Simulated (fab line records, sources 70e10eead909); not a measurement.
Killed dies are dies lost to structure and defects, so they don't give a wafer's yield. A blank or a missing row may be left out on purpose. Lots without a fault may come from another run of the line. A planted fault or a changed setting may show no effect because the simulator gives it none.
fab line records | flow nand_harc | part 1 of 2: steps 1 to 21 of 29
record lots=5 wafers=15 last_day=24
route steps=1159 shown A_CONTACT@922
lots that met no fault: from a run of the same line without faults
start_h: hours from the record's first day to the start of the lot's first wafer shown | wait_h: hours since the lot's step before | " the same as in the row above | L1.1+2: a row that stands for several wafers | - no value, or no start given | * or withheld: withheld | < > ~ a bound
route shown NAME@n: a module of which the file shows steps, and the number in the route of the first | usual: mean/standard deviation of fault-free wafers | same: alike in all rows | chamber/n: place in a boat | sites: the reading at each site | _std_site: their standard deviation | _edge_site: outer sites' mean less inner sites' | radius_mm: how far each site lies from the wafer's centre | mask NAME#n: copy n | behind: the tool/chamber that last shaped the wafer | hold: why the lot was held/for how many hours/how that ended | device: the transistor (n, p or np) that didn't switch | end of line: the same wafers' tests at the end of the route | a step without rows: its recipe alone | killed: dies lost to structure and defects at the first sort, not the wafer's yield | map: a wafer's dies, x killed, . not, _ none there
set.NAME: the setting as run; set.NAME@STEP: as run at that earlier step | model.NAME: the simulator's own value behind a step, which no gauge read
lots at some steps of the route; a table a step, a row a wafer
services: from which hour (start_h, from the record's first day; less than 0 if before it) a tool's chamber was out of use, for how many hours, and why
## steps
# step NHARC_A_CONTACT_STRIP_83
# recipe time_s=600 temp_c=30 chemistry=post_etch_residue_remover
# columns lot.wafer tool chamber start_h wait_h
L077.2+6+5 wet_bench-07 4,5,0 390.41 -
L078.2+3+1 wet_bench-01 7,0,1 415.62 -
L085.4+6+1 wet_bench-01 4,5,7 460.75 -
L093.2+3+5 wet_bench-01 3,5,0 512.76 -
L097.1+6+2 wet_bench-04 0,3,4 526.55 -
# step NHARC_A_CONTACT_DEP_84
# recipe target_thk_a=20000 temp_c=400 material=aC
# usual susceptor_temp_C=400.01/0.2 throttle_valve_pct=35.001/0.0095
# columns lot.wafer tool chamber start_h wait_h susceptor_temp_C throttle_valve_pct
L077.2 acl_dep-01 0 390.88 - 400.06 35.002
L077.5 " 0 " " 399.94 35.010
L077.6 " 0 " " 400.18 34.987
L078.1 acl_dep-01 0 418.76 - 400.23 34.999
L078.2 " 0 " " 399.75 35.008
L078.3 " 0 " " 399.94 35.019
L085.1 acl_dep-01 0 464.17 - 400.22 34.987
L085.4 " 0 " " 400.02 35.003
L085.6 " 0 " " 400.00 35.006
L093.2 acl_dep-01 0 513.23 - - 35.001
L093.3 " 0 " " - 34.992
L093.5 " 0 " " - 35.005
L097.1 acl_dep-01 0 526.87 - 399.38 35.005
L097.2 " 0 " " 399.83 35.013
L097.6 " 0 " " 399.70 35.010
# step NHARC_A_CONTACT_DEP_85
# recipe target_thk_a=500 target_thk_nm=50 temp_c=400 pressure_torr=3.5 flow_sccm=200 rf_w=350 material=SiON
# usual heater_power_w=729/71 susceptor_temp_C=400.00/0.22
# columns lot.wafer tool chamber start_h wait_h heater_power_w susceptor_temp_C
L077.2 pecvd-01 0 391.97 0.9 680 400.32
L077.6 " 2 " " 788 400.34
L077.5 " 1 " " 774 399.86
L078.3 pecvd-02 2 420.03 0.6 713 400.40
L078.1 " 0 " " 674 400.13
L078.2 " 1 " " 716 399.80
L085.1 pecvd-04 2 465.52 1.1 727 399.69
L085.6 " 0 " " 838 399.91
L085.4 " 2 " " 714 399.49
L093.3 pecvd-01 1 514.31 0.7 669 400.09
L093.2 " 2 " " 709 400.02
L093.5 " 1 " " 654 400.01
L097.1 pecvd-02 2 528.40 1.3 779 400.10
L097.2 " 0 " " 578 399.75
L097.6 " 1 " " 713 400.16
# step NHARC_A_CONTACT_DEHYDRATE_00
# recipe temp_c=150 time_s=120
# usual exhaust_pa=45.1/0.86
# columns lot.wafer tool chamber start_h wait_h exhaust_pa
L077.2 litho_track-04 0 392.21 0.2 45.3
L077.5 " 0 " " 44.9
L077.6 " 0 " " 43.3
L078.1 litho_track-01 0 420.30 0.2 46.3
L078.2 " 0 " " 46.4
L078.3 " 0 " " 45.6
L085.1 litho_track-06 0 465.73 0.2 43.5
L085.4 " 0 " " 43.6
L085.6 " 0 " " 44.4
L093.2 litho_track-04 0 514.58 0.2 44.5
L093.3 " 0 " " 45.7
L093.5 " 0 " " 46.2
L097.1 litho_track-04 0 528.64 0.2 45.0
L097.2 " 0 " " 46.1
L097.6 " 0 " " 45.3
# step NHARC_A_CONTACT_HMDS_01
# recipe time_s=30
# usual exhaust_pa=45.0/0.83
# columns lot.wafer tool chamber start_h wait_h exhaust_pa
L077.2 litho_track-04 0 - - 45.9
L077.5 " 0 " " 44.9
L077.6 " 0 " " 45.0
L078.1 litho_track-01 0 - - 45.4
L078.2 " 0 " " 44.3
L078.3 " 0 " " 44.8
L085.1 litho_track-06 0 - - 45.8
L085.4 " 0 " " 44.1
L085.6 " 0 " " 45.5
L093.2 litho_track-04 0 - - 45.1
L093.3 " 0 " " 45.9
L093.5 " 0 " " 45.4
L097.1 litho_track-04 0 - - 44.5
L097.2 " 0 " " 44.1
L097.6 " 0 " " 44.4
# step NHARC_A_CONTACT_COAT_86
# recipe temp_c=260 time_s=75
# usual exhaust_pa=45.1/0.93
# columns lot.wafer tool chamber start_h wait_h exhaust_pa
L077.2 litho_track-04 0 - - 44.5
L077.5 " 0 " " 45.7
L077.6 " 0 " " 44.2
L078.1 litho_track-01 0 - - 43.1
L078.2 " 0 " " 43.7
L078.3 " 0 " " 43.8
L085.1 litho_track-06 0 - - 45.3
L085.4 " 0 " " 45.8
L085.6 " 0 " " 46.3
L093.2 litho_track-04 0 - - 44.4
L093.3 " 0 " " 45.0
L093.5 " 0 " " 45.4
L097.1 litho_track-04 0 - - 45.5
L097.2 " 0 " " 45.3
L097.6 " 0 " " 46.7
# step NHARC_A_CONTACT_COAT_87
# recipe temp_c=225 time_s=65
# usual exhaust_pa=45.1/0.85
# columns lot.wafer tool chamber start_h wait_h exhaust_pa
L077.2 litho_track-04 0 - - 46.3
L077.5 " 0 " " 46.4
L077.6 " 0 " " 44.7
L078.1 litho_track-01 0 - - 45.7
L078.2 " 0 " " 44.0
L078.3 " 0 " " 45.5
L085.1 litho_track-06 0 - - 45.3
L085.4 " 0 " " 45.2
L085.6 " 0 " " 44.5
L093.2 litho_track-04 0 - - 46.0
L093.3 " 0 " " 46.8
L093.5 " 0 " " 46.6
L097.1 litho_track-04 0 - - 44.8
L097.2 " 0 " " 43.9
L097.6 " 0 " " 44.8
# step NHARC_A_CONTACT_COAT_02
# recipe spin_rpm=1500 resist_thk_nm=90
# usual exhaust_pa=45.2/0.94
# columns lot.wafer tool chamber start_h wait_h exhaust_pa
L077.2 litho_track-04 0 - - 45.0
L077.5 " 0 " " 45.6
L077.6 " 0 " " 45.3
L078.1 litho_track-01 0 - - 45.3
L078.2 " 0 " " 44.1
L078.3 " 0 " " 45.3
L085.1 litho_track-06 0 - - 48.0
L085.4 " 0 " " 47.3
L085.6 " 0 " " 45.9
L093.2 litho_track-04 0 - - 45.8
L093.3 " 0 " " 46.0
L093.5 " 0 " " 44.0
L097.1 litho_track-04 0 - - 47.4
L097.2 " 0 " " 45.1
L097.6 " 0 " " 46.9
# step NHARC_A_CONTACT_SOFTBAKE_03
# recipe temp_c=105 time_s=55
# usual exhaust_pa=45.0/0.9
# columns lot.wafer tool chamber start_h wait_h exhaust_pa
L077.2 litho_track-04 0 - - 44.1
L077.5 " 0 " " 44.4
L077.6 " 0 " " 43.6
L078.1 litho_track-01 0 - - 44.8
L078.2 " 0 " " 44.6
L078.3 " 0 " " 44.4
L085.1 litho_track-06 0 - - 45.8
L085.4 " 0 " " 44.9
L085.6 " 0 " " 45.4
L093.2 litho_track-04 0 - - 44.4
L093.3 " 0 " " 45.5
L093.5 " 0 " " 45.9
L097.1 litho_track-04 0 - - 45.1
L097.2 " 0 " " 45.2
L097.6 " 0 " " 44.8
# step NHARC_A_CONTACT_EBR_04
# usual exhaust_pa=45.1/0.95
# columns lot.wafer tool chamber start_h wait_h exhaust_pa
L077.2 litho_track-04 0 - - 44.9
L077.5 " 0 " " 45.4
L077.6 " 0 " " 45.0
L078.1 litho_track-01 0 - - 45.7
L078.2 " 0 " " 45.8
L078.3 " 0 " " 46.1
L085.1 litho_track-06 0 - - 46.1
L085.4 " 0 " " 45.9
L085.6 " 0 " " 46.1
L093.2 litho_track-04 0 - - 44.4
L093.3 " 0 " " 46.0
L093.5 " 0 " " 44.3
L097.1 litho_track-04 0 - - 43.5
L097.2 " 0 " " 44.1
L097.6 " 0 " " 44.3
# step NHARC_A_CONTACT_EXPOSE_05
# recipe na=1.35 sigma_outer=0.8 dose_mj=84.24 mask_id=A_CC
# usual stage_vel_mm_s=500.02/0.23
# columns lot.wafer tool chamber start_h wait_h mask stage_vel_mm_s
L077.2 arfi_scanner-03 0 392.53 - A_CC#0 500.06
L077.5 " 0 " " A_CC#0 500.09
L077.6 " 0 " " A_CC#0 500.26
L078.1 arfi_scanner-03 0 420.48 - A_CC#0 499.74
L078.2 " 0 " " A_CC#0 499.79
L078.3 " 0 " " A_CC#0 499.77
L085.1 arfi_scanner-02 0 466.04 - A_CC#0 500.24
L085.4 " 0 " " A_CC#0 500.24
L085.6 " 0 " " A_CC#0 500.01
L093.2 arfi_scanner-02 0 514.90 - A_CC#0 500.07
L093.3 " 0 " " A_CC#0 500.10
L093.5 " 0 " " A_CC#0 499.85
L097.1 arfi_scanner-01 0 528.95 - A_CC#0 499.81
L097.2 " 0 " " A_CC#0 499.90
L097.6 " 0 " " A_CC#0 500.08
# step NHARC_A_CONTACT_PEB_06
# recipe peb_temp_c=100 peb_time_s=65
# usual exhaust_pa=44.9/0.83
# columns lot.wafer tool chamber start_h wait_h exhaust_pa
L077.2 litho_track-06 0 392.58 0.1 45.2
L077.5 " 0 " " 45.2
L077.6 " 0 " " 45.2
L078.1 litho_track-06 0 420.54 0.1 44.0
L078.2 " 0 " " 44.7
L078.3 " 0 " " 46.0
L085.1 litho_track-04 0 466.10 0.1 43.4
L085.4 " 0 " " 45.0
L085.6 " 0 " " 43.5
L093.2 litho_track-01 0 514.95 0.1 45.0
L093.3 " 0 " " 47.2
L093.5 " 0 " " 45.7
L097.1 litho_track-01 0 529.01 0.1 43.5
L097.2 " 0 " " 43.2
L097.6 " 0 " " 43.7
# step NHARC_A_CONTACT_DEVELOP_07
# recipe develop_time_s=35 dev_temp_c=23
# usual exhaust_pa=45.0/1
# columns lot.wafer tool chamber start_h wait_h exhaust_pa
L077.2 litho_track-06 0 - - 44.8
L077.5 " 0 " " 43.7
L077.6 " 0 " " 43.5
L078.1 litho_track-06 0 - - 45.3
L078.2 " 0 " " 45.4
L078.3 " 0 " " 45.0
L085.1 litho_track-04 0 - - 46.7
L085.4 " 0 " " 44.5
L085.6 " 0 " " 47.8
L093.2 litho_track-01 0 - - 44.6
L093.3 " 0 " " 44.9
L093.5 " 0 " " 44.4
L097.1 litho_track-01 0 - - 44.9
L097.2 " 0 " " 45.4
L097.6 " 0 " " 44.7
# step NHARC_A_CONTACT_CD_MEAS_08
# recipe target_cd_nm=100 landing_energy_ev=500
# usual cd_nm=100.3/0.53
# columns lot.wafer tool chamber start_h wait_h cd_nm
L077.2 cd_sem-01 0 392.67 - 100.4
L077.5 " 0 " " 100.3
L077.6 " 0 " " 100.5
L078.1 cd_sem-01 0 420.63 - 99.9
L078.2 " 0 " " 99.6
L078.3 " 0 " " 99.4
L085.1 cd_sem-03 0 466.18 - 100.3
L085.4 " 0 " " 100.0
L085.6 " 0 " " 99.9
L093.2 cd_sem-01 0 515.04 - 101.6
L093.3 " 0 " " 100.4
L093.5 " 0 " " 101.0
L097.1 cd_sem-03 0 529.09 - 101.0
L097.2 " 0 " " 100.1
L097.6 " 0 " " 100.1
# step NHARC_A_CONTACT_OVL_MEAS_09
# usual overlay_x_nm=0.0/0.89 overlay_y_nm=0.1/0.89
# columns lot.wafer tool chamber start_h wait_h overlay_x_nm overlay_y_nm
L077.2 overlay-01 - 392.76 - 0.0 -0.7
L077.5 " - " " -0.1 -0.1
L077.6 " - " " -0.7 -0.8
L078.1 overlay-01 - 420.72 - 1.5 -1.7
L078.2 " - " " 1.3 -1.3
L078.3 " - " " 1.1 -1.4
L085.1 overlay-02 - 466.27 - 0.6 -1.1
L085.4 " - " " 0.2 -0.8
L085.6 " - " " -0.2 -1.0
L093.2 overlay-02 - 515.13 - 0.4 0.5
L093.3 " - " " 0.9 0.4
L093.5 " - " " 0.5 1.0
L097.1 overlay-01 - 529.18 - -1.2 1.0
L097.2 " - " " -1.4 1.4
L097.6 " - " " -1.9 1.6
# step NHARC_A_CONTACT_INSPECT_10
# usual raw_defect_count=31/17
# columns lot.wafer tool chamber start_h wait_h raw_defect_count
L077.2 defect_inspect-01 - 392.80 0.0 27
L077.5 " - " " 36
L077.6 " - " " 27
L078.1 defect_inspect-01 - 420.76 0.0 33
L078.2 " - " " 46
L078.3 " - " " 37
L085.1 defect_inspect-02 - 466.31 0.0 50
L085.4 " - " " 57
L085.6 " - " " 46
L093.2 defect_inspect-02 - 515.17 0.0 61
L093.3 " - " " 72
L093.5 " - " " 61
L097.1 defect_inspect-02 - 529.22 0.0 37
L097.2 " - " " 32
L097.6 " - " " 46
# step NHARC_A_CONTACT_DESCUM_13
# recipe time_s=3 o2_flow_sccm=200 ar_flow_sccm=0 bias_power_w=0 chemistry=O2
# usual drypump_motor_current_A=5.5/0.32 oes_product_au=1.004/0.011 rf_vpp_V=57.7/0.9 showerhead_plenum_p_Torr=1.91/0.086 throttle_valve_pct=11.311/0.0082
# columns lot.wafer tool chamber start_h wait_h drypump_motor_current_A oes_product_au rf_hours_counter_h rf_vpp_V showerhead_plenum_p_Torr throttle_valve_pct
L077.2 rie_diel-11 3 392.87 0.1 5.7 0.996 4 57.7 1.86 11.295
L077.6 " 2 " " 5.8 1.014 - 57.7 2.01 11.316
L077.5 " 3 " " 5.6 0.994 - 58.0 1.86 11.314
L078.1 rie_diel-01 0 420.82 0.1 5.5 0.991 35 55.9 1.90 11.311
L078.2 " 1 " " 5.6 1.002 32 58.1 2.04 11.311
L078.3 " 3 " " 5.0 0.999 26 57.3 1.97 11.313
L085.1 rie_diel-11 1 466.38 0.1 5.1 1.011 18 59.5 1.97 11.309
L085.4 " 2 " " 5.8 1.013 15 57.4 2.01 11.315
L085.6 " 1 " " 5.1 1.019 - 56.6 1.97 11.306
L093.3 rie_diel-11 1 515.27 0.1 5.0 1.006 27 57.1 1.97 11.315
L093.2 " 3 " " 5.6 1.011 27 57.2 1.86 11.285
L093.5 " 0 " " 5.6 1.001 - 56.9 1.76 11.313
L097.2 rie_diel-11 0 529.30 0.1 5.6 1.001 30 57.4 1.76 11.310
L097.1 " 1 " " 5.1 1.003 29 57.3 1.97 11.294
L097.6 " 2 " " 5.8 1.009 - 58.4 2.00 11.312
# step NHARC_A_CONTACT_ETCH_88
# recipe target_depth_a=390 over_etch_frac=0.3 time_s=65 ion_energy_ev=80 cf4_flow_sccm=150 ar_flow_sccm=0 rf_w=300 bias_w=100 chemistry=CF4
# usual drypump_motor_current_A=5.5/0.31 oes_product_au=1.002/0.011 rf_vpp_V=151.3/1.3 showerhead_plenum_p_Torr=1.76/0.074 throttle_valve_pct=13.282/0.0089
# columns lot.wafer tool chamber start_h wait_h drypump_motor_current_A oes_product_au rf_hours_counter_h rf_vpp_V showerhead_plenum_p_Torr throttle_valve_pct
L077.2 rie_diel-11 1 392.95 0.1 5.0 1.008 3 151.2 1.82 13.313
L077.6 " 0 " " 5.6 1.011 - 148.2 1.64 13.283
L077.5 " 1 " " 5.1 1.022 - 152.9 1.82 13.287
L078.1 rie_diel-01 1 420.91 0.1 5.6 1.010 32 154.0 1.88 13.277
L078.2 " 2 " " 5.7 0.998 34 151.5 1.80 13.272
L078.3 " 3 " " 5.0 1.003 26 151.1 1.82 13.282
L085.1 rie_diel-11 2 466.46 0.1 5.8 1.013 15 152.4 1.85 13.288
L085.4 " 1 " " 5.0 1.020 18 153.2 1.82 13.271
L085.6 " 3 " " 5.7 1.010 - 152.0 1.72 13.269
L093.3 rie_diel-11 0 515.35 0.1 5.6 1.017 27 148.6 1.64 13.284
L093.2 " 1 " " 5.0 1.002 27 153.7 1.82 13.280
L093.5 " 0 " " 5.6 1.016 - 149.6 1.64 13.290
L097.1 rie_diel-11 3 529.37 0.1 5.7 0.996 29 150.5 1.72 13.302
L097.2 " 0 " " 5.6 0.996 30 149.9 1.63 13.264
L097.6 " 3 " " 5.6 0.991 - 150.9 1.72 13.273
# step NHARC_A_CONTACT_ETCH_89
# recipe target_depth_a=2600 over_etch_frac=0.3 time_s=475.3 ion_energy_ev=200 n2_flow_sccm=150 h2_flow_sccm=150 ar_flow_sccm=0 rf_w=400 bias_w=150 chemistry=N2/H2
# usual drypump_motor_current_A=5.5/0.31 h2_flow_sccm=150.1/0.44 oes_product_au=1.003/0.011 rf_vpp_V=430.3/2.8 showerhead_plenum_p_Torr=2.03/0.094 throttle_valve_pct=14.170/0.0095
# columns lot.wafer tool chamber start_h wait_h drypump_motor_current_A h2_flow_sccm oes_product_au rf_hours_counter_h rf_vpp_V showerhead_plenum_p_Torr throttle_valve_pct
L077.2 rie_diel-11 2 - - 5.8 150.6 1.011 3 433.7 2.15 14.170
L077.5 " 3 " " 5.7 150.4 0.997 - 429.8 1.99 14.165
L077.6 " 0 " " 5.6 150.9 1.009 - 425.6 1.88 14.167
L078.3 rie_diel-01 1 - - 5.6 150.8 1.013 32 433.4 2.18 14.164
L078.1 " 2 " " 5.7 150.0 0.999 34 431.4 2.07 14.167
L078.2 " 3 " " 5.0 149.0 0.998 26 432.8 2.10 14.150
L085.4 rie_diel-11 1 - - 5.1 150.0 1.012 18 432.5 2.10 14.172
L085.1 " 2 " " 5.9 149.8 1.017 15 433.1 2.14 14.187
L085.6 " 0 " " 5.6 150.0 1.003 - 425.0 1.87 14.166
L093.2 rie_diel-11 0 - - 5.6 150.0 1.017 27 425.7 1.87 14.173
L093.3 " 1 " " 5.1 149.4 1.015 27 431.4 2.10 14.164
L093.5 " 3 " " 5.7 151.1 1.023 - 430.7 1.98 14.180
L097.2 rie_diel-11 3 - - 5.7 150.1 1.005 29 429.5 1.98 14.154
L097.1 " 0 " " 5.6 149.7 1.006 30 425.5 1.87 14.168
L097.6 " 2 " " 5.8 150.3 1.008 - 435.1 2.14 14.186
# step NHARC_A_CONTACT_ETCH_30
# recipe target_depth_a=605 time_s=30.2 cf4_flow_sccm=100 chf3_flow_sccm=30 ar_flow_sccm=0 rf_w=500 bias_w=200 chemistry=CF4/CHF3
# usual drypump_motor_current_A=5.5/0.32 oes_product_au=0.941/0.024 rf_vpp_V=370.7/2.4 showerhead_plenum_p_Torr=1.57/0.066 throttle_valve_pct=16.803/0.0088
# columns lot.wafer tool chamber start_h wait_h drypump_motor_current_A oes_product_au rf_hours_counter_h rf_vpp_V showerhead_plenum_p_Torr throttle_valve_pct
L077.2 rie_diel-11 0 - - 5.6 0.936 4 367.1 1.46 16.788
L077.5 " 1 " " 5.0 0.934 - 371.2 1.62 16.808
L077.6 " 2 " " 5.8 0.934 - 375.1 1.65 16.812
L078.2 rie_diel-01 1 - - 5.6 0.920 33 374.3 1.67 16.803
L078.3 " 2 " " 5.7 0.923 34 370.8 1.60 16.801
L078.1 " 3 " " 5.0 0.920 26 372.6 1.62 16.816
L085.1 rie_diel-11 3 - - 5.7 0.935 18 369.7 1.53 16.812
L085.4 " 0 " " 5.6 0.937 18 367.1 1.45 16.810
L085.6 " 2 " " 5.8 0.932 - 374.3 1.65 16.802
L093.2 rie_diel-11 2 - - 5.8 0.937 24 374.0 1.64 16.811
L093.3 " 0 " " 5.6 0.923 27 365.8 1.45 16.802
L093.5 " 2 " " 5.8 0.936 - 373.0 1.64 16.805
L097.1 rie_diel-11 2 - - 5.8 0.976 26 373.6 1.64 16.790
L097.2 " 0 " " 5.6 0.978 30 365.0 1.45 16.787
L097.6 " 2 " " 5.8 0.967 - 373.4 1.64 16.791
# step NHARC_A_CONTACT_ETCH_31
# recipe target_depth_a=20000 over_etch_frac=0.3 time_s=520 ion_energy_ev=150 o2_flow_sccm=400 cos_flow_sccm=20 ar_flow_sccm=0 rf_w=500 bias_w=300 chemistry=O2/COS
# usual drypump_motor_current_A=5.5/0.32 oes_product_au=1.003/0.011 rf_vpp_V=314.0/2.1 showerhead_plenum_p_Torr=3.11/0.13 throttle_valve_pct=28.329/0.0093
# columns lot.wafer tool chamber start_h wait_h drypump_motor_current_A oes_product_au rf_hours_counter_h rf_vpp_V showerhead_plenum_p_Torr throttle_valve_pct
L077.2 rie_diel-11 3 - - 5.7 0.984 4 315.6 3.05 28.329
L077.6 " 1 " " 5.1 1.006 - 315.4 3.22 28.325
L077.5 " 2 " " 5.8 1.009 - 316.5 3.27 28.330
L078.2 rie_diel-01 0 - - 5.5 0.985 36 311.7 3.10 28.329
L078.1 " 2 " " 5.7 0.987 34 314.6 3.17 28.328
L078.3 " 3 " " 5.0 1.000 26 316.6 3.21 28.326
L085.4 rie_diel-11 3 - - 5.7 1.005 18 312.6 3.04 28.347
L085.1 " 2 " " 5.8 1.023 15 315.2 3.26 28.330
L085.6 " 0 " " 5.6 0.993 - 309.7 2.89 28.325
L093.3 rie_diel-11 1 - - 5.0 1.014 27 314.2 3.21 28.325
L093.2 " 2 " " 5.8 1.022 24 315.6 3.26 28.328
L093.5 " 1 " " 5.0 1.019 - 315.1 3.21 28.323
L097.1 rie_diel-11 1 - - 5.0 1.019 30 315.6 3.20 28.337
L097.2 " 0 " " 5.6 1.001 30 310.3 2.88 28.323
L097.6 " 2 " " 5.9 1.006 - 316.8 3.26 28.325
